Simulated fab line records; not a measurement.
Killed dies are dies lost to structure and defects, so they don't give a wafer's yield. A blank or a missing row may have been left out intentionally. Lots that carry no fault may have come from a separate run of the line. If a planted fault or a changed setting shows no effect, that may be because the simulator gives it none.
fab line records	flow n5-finfet
record lots=9	wafers=27	last-day=19
route steps=1938 shown START@1 ZERO_LAYER@16 WELL_APT@48 BEOL_M4@1111 PASSIVATION@1936
lots with no fault: from the same line, run without faults
start-h: hours from the record's first day to the start of the lot's first wafer shown	wait-h: time in hours since the lot's previous step	" identical to the entry in the row above	L1.1+2: several wafers, shown together as one row	- value missing, or start not given	* or withheld: withheld	< > ~ a bound
route shown NAME@n: NAME is a module with steps in the file, n the number in the route of the first one	usual: average and standard deviation across the fault-free wafers	same: alike in all rows	chamber/n: place in a boat	sites: per-site readings	_std_site: standard deviation across them	_edge_site: the outer-site mean with the inner-site mean subtracted	radius-mm: how far each site lies from the wafer's centre	mask NAME#n: copy n	behind: the last tool/chamber to shape the wafer	hold: cause of the lot's hold/its duration in hours/its outcome	device: whichever transistor did not switch (one of n, p or np)	end of line: the route-end tests of the same wafers	a step without rows: its recipe alone	killed: dies that structure and defects cost at the first sort, which is not the same as the wafer's yield	map: shows each die of a wafer: x if killed, . if not, _ if none is there
set.NAME: the setting the step ran with; set.NAME@STEP: the setting that earlier step ran with	model.NAME: the simulator's own value behind a step, which no gauge read
a sample of lots followed through the steps of the route, with each step as a table and each wafer as a row
services: when a tool's chamber went out of use (start-h, in hours from the record's first day, below 0 if earlier), for how many hours, and the reason
## steps
# step N5_START_INSPECT_01
# recipe inspect-instrument=unpatterned-scan	mode=incoming
# usual raw-defect-count=6.0/2.5
lot.wafer	tool	chamber	start-h	wait-h	raw-defect-count
L409.3	defect-inspect-01	-	12.03	-	5
L409.5	"	-	"	"	2
L409.6	"	-	"	"	2
L410.2	defect-inspect-02	-	18.03	-	8
L410.3	"	-	"	"	8
L410.5	"	-	"	"	8
L413.1	defect-inspect-02	-	36.03	-	9
L413.3	"	-	"	"	2
L413.4	"	-	"	"	5
L417.1	defect-inspect-02	-	60.03	-	7
L417.2	"	-	"	"	3
L417.6	"	-	"	"	8
L420.1	defect-inspect-01	-	78.03	-	4
L420.3	"	-	"	"	9
L420.6	"	-	"	"	4
L421.1	defect-inspect-02	-	84.03	-	8
L421.3	"	-	"	"	10
L421.5	"	-	"	"	13
L427.2	defect-inspect-02	-	120.03	-	4
L427.3	"	-	"	"	4
L427.6	"	-	"	"	5
L429.1	defect-inspect-01	-	132.03	-	7
L429.2	"	-	"	"	4
L429.5	"	-	"	"	5
L432.1	defect-inspect-02	-	150.03	-	3
L432.3	"	-	"	"	5
L432.6	"	-	"	"	8
# step N5_ZERO_LAYER_ETCH_18
# recipe chemistry=HBr/Cl2	target=Si	target-depth-a=1200	time-s=40	pressure-mtorr=10	icp-w=800	bias-w=75	HBr_flow_sccm=150	Cl2_flow_sccm=80
# usual drypump-motor-current-A=5.6/0.46	oes-product-au=1.000/0.018	throttle-valve-pct=36.25/0.28
lot.wafer	tool	chamber	start-h	wait-h	drypump-motor-current-A	oes-product-au	rf-hours-counter-h	throttle-valve-pct
L409.3	rie-si-02	0	12.91	0.0	6.2	0.974	3	35.77
L409.5	"	3	"	"	5.4	0.974	-	36.20
L409.6	"	2	"	"	5.5	0.978	-	36.53
L410.2	rie-si-04	0	18.79	0.0	5.8	0.991	0	36.37
L410.3	"	2	"	"	5.4	1.031	105	36.37
L410.5	"	2	"	"	5.4	1.016	-	36.36
L413.1	rie-si-04	2	36.96	0.0	5.4	1.021	105	36.37
L413.3	"	0	"	"	5.9	0.988	1	36.36
L413.4	"	1	"	"	5.2	1.004	129	35.93
L417.1	rie-si-01	3	60.96	0.0	6.4	1.015	118	35.89
L417.2	"	2	"	"	5.7	0.995	94	36.77
L417.6	"	3	"	"	6.4	1.018	-	35.89
L420.1	rie-si-01	2	78.79	0.0	5.7	0.998	95	36.77
L420.3	"	3	"	"	6.4	1.007	119	35.88
L420.6	"	3	"	"	6.4	1.020	-	35.90
L421.1	rie-si-02	1	84.91	0.0	5.7	1.033	1	36.03
L421.3	"	2	"	"	5.5	0.968	63	36.53
L421.5	"	1	"	"	5.7	1.034	-	36.04
L427.2	rie-si-04	0	120.91	0.0	5.9	0.991	2	36.36
L427.3	"	2	"	"	5.4	1.019	107	36.35
L427.6	"	2	"	"	5.4	1.017	-	36.38
L429.1	rie-si-04	2	132.79	0.0	5.4	1.019	107	36.35
L429.2	"	3	"	"	5.0	1.019	114	36.33
L429.5	"	2	"	"	5.4	1.018	-	36.35
L432.1	rie-si-04	1	150.91	0.0	5.2	1.012	131	35.94
L432.3	"	0	"	"	5.8	0.993	3	36.37
L432.6	"	0	"	"	5.9	0.979	-	36.37
# step N5_ZERO_LAYER_STRIP_24
# recipe chemistry=O2	power-w=1000	temp-c=250	overash-fraction=0.3	pressure-mtorr=1000	o2-flow-sccm=6750
# usual drypump-motor-current-A=5.3/0.36	heater-power-w=337/18	o2-flow-sccm=6747/21	oes-product-au=0.647/0.005	strip-time-to-endpoint-s=43.90/0.085
lot.wafer	tool	chamber	start-h	wait-h	drypump-motor-current-A	heater-power-w	o2-flow-sccm	oes-product-au	rf-hours-counter-h	strip-time-to-endpoint-s
L409.3	plasma-asher-02	1	13.04	0.1	5.1	344	6729	0.642	-	43.79
L409.5	"	0	"	"	5.2	329	6790	0.648	-	43.88
L409.6	"	1	"	"	5.1	358	6761	0.653	-	43.86
L410.2	plasma-asher-02	1	18.89	0.1	5.1	354	6759	0.649	31	43.98
L410.3	"	1	"	"	5.1	352	6767	0.640	-	43.94
L410.5	"	0	"	"	5.2	317	6751	0.654	-	43.94
L413.1	plasma-asher-02	1	37.06	0.1	5.1	351	6780	0.650	35	44.03
L413.3	"	1	"	"	5.1	347	6722	0.653	-	44.01
L413.4	"	0	"	"	5.2	320	6747	0.654	-	44.08
L417.1	plasma-asher-01	0	61.07	0.1	5.5	310	6816	0.637	75	43.98
L417.2	"	1	"	"	6.2	350	6738	0.648	75	43.91
L417.6	"	1	"	"	6.2	352	6752	0.650	-	43.98
L420.1	plasma-asher-02	1	78.89	0.1	5.1	369	6765	0.647	46	43.84
L420.3	"	0	"	"	5.2	322	6707	0.645	-	43.82
L420.6	"	0	"	"	5.2	321	6731	0.637	-	43.77
L421.1	plasma-asher-01	0	85.02	0.1	5.4	313	6741	0.648	79	43.99
L421.3	"	0	"	"	5.5	312	6736	0.654	-	44.04
L421.5	"	1	"	"	6.2	349	6735	0.652	-	43.99
L427.2	plasma-asher-02	0	121.02	0.1	5.2	310	6770	0.644	54	43.83
L427.3	"	1	"	"	5.1	352	6728	0.651	-	43.87
L427.6	"	0	"	"	5.2	326	6759	0.645	-	43.89
L429.1	plasma-asher-02	1	132.89	0.1	5.1	351	6734	0.650	56	43.85
L429.2	"	0	"	"	5.2	325	6719	0.640	56	43.80
L429.5	"	1	"	"	5.1	351	6736	0.641	-	43.76
L432.1	plasma-asher-02	0	151.02	0.1	5.2	322	6745	0.646	59	43.94
L432.3	"	1	"	"	5.1	354	6750	0.644	-	43.93
L432.6	"	1	"	"	5.1	352	6748	0.645	-	43.92
# step N5_WELL_APT_IMPLANT_32
# recipe species=BF2	energy-kev=50	dose-cm2=2e+13	tilt-deg=0	rotation-deg=0
# usual dose-ions-cm2=1.9999e+13/2.3e+10	end-station-pressure-torr=5.21e-06/2.5e-07	faraday-current-uA=253/4.8
lot.wafer	tool	chamber	start-h	wait-h	dose-ions-cm2	end-station-pressure-torr	faraday-current-uA
L409.3	implanter-02	0	15.92	0.1	2.0041e+13	5.15e-06	255
L409.5	"	0	"	"	2.0031e+13	5.35e-06	252
L409.6	"	0	"	"	1.9971e+13	5.6e-06	256
L410.2	implanter-02	0	21.66	0.1	1.997e+13	4.77e-06	258
L410.3	"	0	"	"	2.0009e+13	4.8e-06	257
L410.5	"	0	"	"	2.0022e+13	5.3e-06	250
L413.1	implanter-01	0	39.37	0.1	2.0005e+13	5.13e-06	257
L413.3	"	0	"	"	1.9991e+13	5.51e-06	247
L413.4	"	0	"	"	2.0019e+13	4.8e-06	240
L417.1	implanter-01	0	63.34	0.1	1.424e+13	4.7e-06	174
L417.2	"	0	"	"	1.4218e+13	4.97e-06	181
L417.6	"	0	"	"	1.4214e+13	5.01e-06	184
L420.1	implanter-01	0	81.17	0.1	1.4206e+13	5e-06	186
L420.3	"	0	"	"	1.4269e+13	5.25e-06	183
L420.6	"	0	"	"	1.4219e+13	5.39e-06	180
L421.1	implanter-02	0	87.42	0.1	2.0024e+13	5.21e-06	255
L421.3	"	0	"	"	2.0001e+13	5.3e-06	248
L421.5	"	0	"	"	1.9983e+13	5.21e-06	252
L427.2	implanter-02	0	123.98	0.1	2.0005e+13	4.79e-06	252
L427.3	"	0	"	"	2.0001e+13	5.16e-06	250
L427.6	"	0	"	"	2.0017e+13	5.21e-06	262
L429.1	implanter-02	0	135.06	0.1	1.9972e+13	5.2e-06	261
L429.2	"	0	"	"	2.0014e+13	5.23e-06	257
L429.5	"	0	"	"	2.0031e+13	5e-06	262
L432.1	implanter-01	0	153.47	0.1	1.9976e+13	4.96e-06	259
L432.3	"	0	"	"	1.9972e+13	5.18e-06	250
L432.6	"	0	"	"	1.9976e+13	4.95e-06	260
# step N5_BEOL_M4_RC_MEAS_101
# usual CJ_N=4.32/0.087	DIBL_N=36.0/1.6	DIBL_P=35.8/2	IOFF_N=0.152/0.03	IOFF_P=0.20/0.031	ION_N=670/12	ION_P=459/7.4	SS_N=71.5/0.56	SS_P=73.2/0.64	VT_N=251/3.5	VT_P=-252/3.3
lot.wafer	tool	chamber	start-h	wait-h	CJ_N	DIBL_N[mV/V]	DIBL_P[mV/V]	IOFF_N[nA/um]	IOFF_P[nA/um]	ION_N[uA/um]	ION_P[uA/um]	SS_N[mV/dec]	SS_P[mV/dec]	VT_N[mV]	VT_P[mV]
L409.3	prober-02	0	200.04	0.3	4.22	36.5	36.9	0.170	0.23	681	467	72.2	73.9	246	-247
L409.5	"	0	"	"	4.25	36.4	36.1	0.159	0.22	664	457	72.2	73.9	251	-246
L409.6	"	0	"	"	4.18	35.1	35.6	0.143	0.22	675	469	72.0	73.2	252	-246
L410.2	prober-02	0	203.82	0.2	4.34	36.7	35.8	0.154	0.20	674	462	72.0	73.0	251	-253
L410.3	"	0	"	"	4.25	36.7	35.5	0.141	0.19	657	454	71.0	73.0	254	-254
L410.5	"	0	"	"	4.34	33.5	31.3	0.101	0.15	650	450	71.0	72.1	255	-256
L413.1	prober-01	0	219.21	0.0	4.39	37.4	36.7	0.151	0.20	674	461	71.8	73.6	253	-252
L413.3	"	0	"	"	4.16	35.9	35.6	0.125	0.18	656	455	71.3	73.2	255	-250
L413.4	"	0	"	"	4.36	37.2	37.0	0.155	0.20	680	463	72.1	73.6	250	-253
L417.1	prober-01	0	245.94	0.0	3.60	34.6	33.1	0.118	0.15	657	447	71.2	71.8	257	-257
L417.2	"	0	"	"	3.67	36.0	34.1	0.142	0.15	649	441	72.3	72.7	254	-255
L417.6	"	0	"	"	3.68	37.4	36.1	0.167	0.18	666	451	72.6	73.1	250	-256
L420.1	prober-01	0	275.60	0.0	3.49	36.6	35.1	0.127	0.17	646	446	72.0	72.7	260	-257
L420.3	"	0	"	"	3.66	39.1	38.0	0.197	0.22	683	456	72.7	73.0	249	-249
L420.6	"	0	"	"	3.54	37.6	37.2	0.159	0.21	671	456	72.4	73.1	253	-252
L421.1	prober-02	0	281.04	0.0	4.19	34.8	32.6	0.118	0.14	665	452	71.1	72.2	250	-256
L421.3	"	0	"	"	4.22	36.3	34.5	0.143	0.17	661	451	70.6	72.8	248	-253
L421.5	"	0	"	"	4.15	40.9	40.2	0.233	0.25	689	461	72.9	74.1	242	-250
L427.2	prober-02	0	294.19	0.2	4.41	35.6	35.8	0.151	0.20	687	469	71.3	73.7	250	-250
L427.3	"	0	"	"	4.36	35.3	35.7	0.146	0.20	674	461	70.9	73.4	248	-251
L427.6	"	0	"	"	4.34	36.1	35.7	0.150	0.20	673	459	71.2	72.6	249	-249
L429.1	prober-02	0	328.96	0.0	4.46	35.5	33.7	0.136	0.21	674	473	70.9	72.8	254	-250
L429.2	"	0	"	"	4.44	36.1	34.1	0.144	0.21	661	459	71.4	73.5	251	-246
L429.5	"	0	"	"	4.44	35.4	33.8	0.135	0.20	664	459	71.3	73.4	251	-247
L432.1	prober-02	0	347.34	0.0	4.31	34.3	34.4	0.129	0.17	655	454	70.4	72.7	250	-253
L432.3	"	0	"	"	4.35	31.8	30.1	0.087	0.11	632	435	71.7	71.6	259	-261
L432.6	"	0	"	"	4.44	33.2	32.1	0.113	0.14	658	449	71.2	72.2	255	-258
# step N5_PASSIVATION_PROBE_49
# usual defect-limited-yield=91.6/1.4	killed_at_M0_to_M3=33/10	killed_at_M4_up=13/5.3	killed-at-contacts=13/5.9	killed-at-front-end=36/12	killed-at-other=4/3.1	killed-dies=99/16	killed-open=65/13	killed-short=32/7.3	sort_bin_5_function=4.9/0.9	sort_bin_6_memory=3.1/0.66	sort_bin_8_speed=0.0/0.42	sort-n-pass=1081/17	sort-yield-pct=91.6/1.4
# same gross-dies=1180	killed-at-back-side=0	sort_bin_4_leakage[%]=0
lot.wafer	tool	chamber	start-h	wait-h	defect-limited-yield[%]	killed_at_M0_to_M3	killed_at_M4_up	killed-at-contacts	killed-at-front-end	killed-at-other	killed-dies	killed-open	killed-short	sort_bin_5_function[%]	sort_bin_6_memory[%]	sort_bin_8_speed[%]	sort-n-pass	sort-yield-pct[%]
L413.1	prober-01	-	331.51	0.0	88.4	21	18	16	76	6	137	82	52	6.9	4.5	0	1043	88.4
L413.3	prober-01	-	331.61	0.1	88.1	33	8	28	56	15	140	99	39	6.9	4.5	0	1040	88.1
L413.4	prober-01	-	331.66	0.2	90.6	21	21	19	48	2	111	75	34	5.3	3.7	0	1069	90.6
L420.1	prober-02	-	379.39	0.0	87.4	52	11	9	72	5	149	106	43	7.2	5.0	0.2	1029	87.2
L420.3	prober-02	-	379.49	0.1	89.3	30	6	8	80	2	126	76	34	5.3	3.6	0	1054	89.3
L421.1	prober-02	-	385.20	0.0	91.0	28	16	11	49	2	106	73	33	5.0	3.6	0	1074	91.0
L421.3	prober-02	-	385.30	0.1	91.4	24	18	13	43	3	101	66	29	5.5	2.4	0	1079	91.4
L421.5	prober-02	-	385.40	0.2	92.1	33	8	9	41	2	93	56	36	4.9	2.9	0	1087	92.1
# killed by level:class
L413.1 FIN_SAQP:geometric-particle:short=22 FIN_SAQP:geometric-particle:open=15 MOL_CONTACT_COAG:geometric-particle:open=13 BEOL_M4:geometric-particle:open=11 STI_FIN_REVEAL:geometric-particle:open=10 DUMMY_GATE:geometric-particle:open=7 BEOL_M2:geometric-particle:open=5 MOL_CONTACT_COAG:geometric-particle:short=3
L413.3 MOL_CONTACT_COAG:geometric-particle:open=20 DUMMY_GATE:geometric-particle:open=18 STI_FIN_REVEAL:geometric-particle:open=12 BEOL_M3:geometric-particle:open=9 MOL_CONTACT_COAG:geometric-particle:short=7 BEOL_M0_SAQP:geometric-particle:open=6 BEOL_M2:geometric-particle:open=5 STI_FIN_REVEAL:geometric-particle:short=4
L413.4 MOL_CONTACT_COAG:geometric-particle:open=13 STI_FIN_REVEAL:geometric-particle:open=12 FIN_SAQP:geometric-particle:open=9 FIN_SAQP:geometric-particle:short=8 MOL_CONTACT_COAG:geometric-particle:short=6 BEOL_M0_SAQP:geometric-particle:open=6 DUMMY_GATE:geometric-particle:open=5 BEOL_M2:geometric-particle:open=5
L420.1 FIN_SAQP:geometric-particle:open=22 STI_FIN_REVEAL:geometric-particle:open=21 FIN_SAQP:geometric-particle:short=14 BEOL_M2:geometric-particle:open=14 MOL_CONTACT_COAG:geometric-particle:open=9 BEOL_M0_SAQP:geometric-particle:short=7 BEOL_M1:geometric-particle:open=7 BEOL_M3:geometric-particle:open=7
L420.3 FIN_SAQP:geometric-particle:open=22 STI_FIN_REVEAL:geometric-particle:open=17 HKMG_FIN:area-etch=15 FIN_SAQP:geometric-particle:short=14 BEOL_M3:geometric-particle:open=7 BEOL_M0_SAQP:geometric-particle:open=5 BEOL_M1:geometric-particle:open=4 STARTING-WAFER:geometric-particle:open=4
L421.1 FIN_SAQP:geometric-particle:open=21 BEOL_M2:geometric-particle:open=9 MOL_CONTACT_COAG:geometric-particle:open=7 DUMMY_GATE:geometric-particle:open=7 FIN_SAQP:geometric-particle:short=6 BEOL_M0_SAQP:geometric-particle:open=6 BEOL_M0_SAQP:geometric-particle:short=6 BEOL_M4:geometric-particle:open=6
L421.3 FIN_SAQP:geometric-particle:open=13 MOL_CONTACT_COAG:geometric-particle:open=10 BEOL_M0_SAQP:geometric-particle:open=7 BEOL_M4:geometric-particle:open=7 HKMG_FIN:area-etch=6 DUMMY_GATE:geometric-particle:open=5 BEOL_M0_SAQP:geometric-particle:short=5 BEOL_M7:geometric-particle:open=4
L421.5 FIN_SAQP:geometric-particle:short=9 FIN_SAQP:geometric-particle:open=9 BEOL_M0_SAQP:geometric-particle:short=9 MOL_CONTACT_COAG:geometric-particle:open=8 BEOL_M2:geometric-particle:open=8 GATE_CUT:geometric-particle:short=6 STARTING-WAFER:geometric-particle:open=6 BEOL_M0_SAQP:geometric-particle:open=5
## services
tool	chamber	start-h	hours	kind
rie-si-04	-	-8.02	0.2	repair
plasma-asher-02	-	-6.43	1.6	repair
rie-si-02	2	-3.10	8.4	repair
rie-si-01	3	-0.36	3.6	repair
plasma-asher-01	-	0.07	2.8	pm
rie-si-02	1	9.87	-	clean
rie-si-02	1	9.87	-	consumable-replace:focus-ring
rie-si-02	1	9.87	14.7	scheduled-down
rie-si-02	1	9.87	14.7	vent-cycle
implanter-01	-	15.90	1.7	repair
plasma-asher-01	-	17.62	2.7	repair
plasma-asher-01	-	23.60	0.7	repair
plasma-asher-01	-	48.71	9.7	repair
rie-si-02	3	67.58	13.5	repair
implanter-01	-	74.76	0.6	repair
rie-si-02	-	88.26	0.2	repair
rie-si-02	2	108.47	4.5	repair
rie-si-04	0	109.72	2.6	repair
rie-si-04	1	124.00	9.2	repair
rie-si-04	2	126.55	4.9	repair
rie-si-04	-	137.41	2.8	pm
rie-si-02	-	147.81	6.2	repair
rie-si-04	3	149.84	37.9	repair
## key
first-sign step=N5_WELL_APT_IMPLANT_32	reading=dose-ions-cm2	direction=down	sigmas=99+	usual=1.9999e+13	struck=1.4228e+13
effect step=N5_WELL_APT_IMPLANT_32	reading=faraday-current-uA	direction=down	sigmas=15	usual=253	struck=181
effect step=N5_BEOL_M4_RC_MEAS_101	reading=CJ_N	direction=down	sigmas=8.2	usual=4.32	struck=3.61
met-at N5_WELL_APT_IMPLANT_32
struck-lots L417,L420
baseline-loss step=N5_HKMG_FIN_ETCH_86	wafers=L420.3
not-acting-at N5_START_INSPECT_01,N5_ZERO_LAYER_ETCH_18,N5_ZERO_LAYER_STRIP_24
onset-between 39.37 63.34
fault kind=process-parameter-drift	tool=implanter-01	chamber=-	onset-h=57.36	steps=N5_WELL_APT_IMPLANT_32	channel=dose-cm2	offset=-5.7737e+12	shape=step	end-h=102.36	acts-in=these-recipes-only	stated=2e+13
# baseline-loss: these wafers lose ten dies or more at that step, a loss of the line's own and not of a fault; the sort's usual values leave them out
